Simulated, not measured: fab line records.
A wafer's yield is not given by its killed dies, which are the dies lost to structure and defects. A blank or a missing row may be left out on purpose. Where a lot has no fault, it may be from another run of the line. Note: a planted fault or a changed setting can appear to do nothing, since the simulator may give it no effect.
Which tool was responsible? ; flow nand harc ; 15 lots with 45 wafers sampled at 4 steps, on a route of 1302 steps

== WHAT THE GAUGES SHOWED, per wafer ==
NHARC_A_ZERO_WELL_CD_MEAS_10: target cd 2000 nm.
lot;measured;on;cd nm (nm)
L706;day 6 21:16;cd sem-03;2000.8 1999.6 2000.8
L707;day 6 22:32;cd sem-01;2003.1 2001.7 2002.0
L711;day 8 22:05;cd sem-02;2000.4 1999.3 1997.8
L715;day 10 11:39;cd sem-01;2000.7 2002.0 2001.7
L716;day 10 23:38;cd sem-02;1998.9 1997.9 1999.2
L717;day 11 06:44;cd sem-02;1999.5 2002.8 2000.2
L721;day 13 05:58;cd sem-03;2000.7 1998.8 2001.0
L722;day 13 19:44;cd sem-01;2002.6 2004.4 2003.3
L723;day 13 22:11;cd sem-03;2000.9 2002.2 1998.6
L724;day 14 05:10;cd sem-01;2000.4 1998.9 2000.4
L725;day 14 16:28;cd sem-02;1999.5 1999.6 1999.9
L726;day 14 22:19;cd sem-03;2002.5 2000.2 2001.0
L727;day 15 21:34;cd sem-02;2000.2 2001.9 2001.1
L728;day 16 01:31;cd sem-01;2002.0 2000.9 2003.3
L729;day 16 04:51;cd sem-01;1999.8 1997.8 1999.2

NHARC_A_ONON_D1_THK_MEAS_02: measures by ellipsometry.
lot;measured;on;thk nm (nm)
L706;day 7 19:17;film metro-02;1015 1015 1015
L707;day 7 19:00;film metro-02;1001 1000 998
L711;day 9 20:22;film metro-01;1017 1016 1018
L715;day 11 12:23;film metro-02;995 996 995
L716;day 11 21:34;film metro-01;978 980 981
L717;day 12 06:45;film metro-02;1004 1004 1006
L721;day 14 06:07;film metro-01;1011 1011 1013
L722;day 14 19:41;film metro-01;989 989 988
L723;day 14 19:41;film metro-02;986 988 986
L724;day 15 04:15;film metro-01;1000 998 998
L725;day 15 14:59;film metro-01;1005 1005 1005
L726;day 15 22:37;film metro-02;1006 1006 1005
L727;day 16 20:32;film metro-01;1008 1008 1008
L728;day 17 00:25;film metro-01;991 995 993
L729;day 17 00:25;film metro-01;1003 1003 1003

NHARC_A_ONON_D1_THK_MEAS_21: measures by ellipsometry.
lot;measured;on;thk nm (nm)
L706;day 8 05:40;film metro-02;983 981 983
L707;day 8 05:40;film metro-01;1004 1003 1004
L711;day 10 07:11;film metro-01;1006 1006 1008
L715;day 11 22:59;film metro-02;1015 1015 1016
L716;day 12 08:11;film metro-01;1008 1007 1009
L717;day 12 17:22;film metro-01;1005 1005 1006
L721;day 14 17:05;film metro-02;992 994 994
L722;day 15 06:40;film metro-02;1002 1002 1000
L723;day 15 06:40;film metro-01;989 988 989
L724;day 15 15:55;film metro-01;1003 1004 1005
L725;day 16 01:38;film metro-02;1003 1003 1003
L726;day 16 11:19;film metro-01;1003 1003 1002
L727;day 17 06:52;film metro-02;997 998 997
L728;day 17 13:47;film metro-02;995 997 997
L729;day 17 13:47;film metro-01;999 1000 999

== WHAT TOOL EACH LOT RAN ON (gives the tool, then ch and the chambers of the sampled wafers, and finally the start) ==
lot;NHARC_A_ONON_D1_ANNEAL_15
L706;furnace-08 ch 0, day 8 00:39
L707;furnace-08 ch 0, day 8 00:39
L711;furnace-08 ch 0, day 10 02:09
L715;furnace-08, day 11 18:03
L716;furnace-08, day 12 03:14
L717;furnace-08, day 12 12:24
L721;furnace-08 ch 0, day 14 12:05
L722;furnace-07 ch 0, day 15 01:38
L723;furnace-07 ch 0, day 15 01:38
L724;furnace-03 ch 0, day 15 10:55
L725;furnace-08 ch 0, day 15 20:40
L726;furnace-03 ch 0, day 16 06:22
L727;furnace-03 ch 0, day 17 01:58
L728;furnace-08 ch 0, day 17 08:52
L729;furnace-08 ch 0, day 17 08:52
- NHARC_A_ONON_D1_ANNEAL_15: time 3600 s.

== AS READ BY THE TOOLS THEMSELVES (means over the sampled wafers that have a number; for cases with no such wafer, the mark the record gives instead) ==
NHARC_A_ONON_D1_ANNEAL_15.
lot;tool;run length s (s);spike tc bottom C (C)
L706;furnace-08;3615;771.9
L707;furnace-08;3620;772.4
L711;furnace-08;3613;772.9
L715;furnace-08;-;-
L716;furnace-08;-;-
L717;furnace-08;-;-
L721;furnace-08;3623;771.9
L722;furnace-07;3616;768.2
L723;furnace-07;3615;767.6
L724;furnace-03;3618;769.0
L725;furnace-08;3625;772.6
L726;furnace-03;3623;770.7
L727;furnace-03;3630;768.6
L728;furnace-08;3615;773.5
L729;furnace-08;3618;772.6

== THE ANSWER, worked out from the rows above alone ==
Rule: usual is defined by the lots themselves. The widest of any qualifying gaps counts: lots, ordered by their means at a reading, are off when they make up no more than a third of the lots, leave a main group of 4 or more, and stand apart from it by 3 or more times the standard deviation of that group's means. A main group is skipped when, at the precision printed for the reading in the tables above, its means are all equal. A lot without any number at a reading at which 4 lots or more have one is off too. Any other lot the step has rows for is counted as sound. The gauges are gone through in route order, then the tools' own readings, and for those a lot's mean is taken as printed above. At the first step where some lot is off, the reading lying furthest off is the one used; lots without a number count as furthest.
Off: L715, L716, L717 (NHARC_A_ONON_D1_ANNEAL_15, run length s). Without a number there: L715, L716, L717. Mean 3619 s and standard deviation 4.9 in the main group.
If a tool, at that step or one of the process steps before it, ran each lot that is off and ran no sound lot following the first of them, it fits. Of those tried, none fits.

== WHAT THE SIMULATOR HAD INSERTED ==
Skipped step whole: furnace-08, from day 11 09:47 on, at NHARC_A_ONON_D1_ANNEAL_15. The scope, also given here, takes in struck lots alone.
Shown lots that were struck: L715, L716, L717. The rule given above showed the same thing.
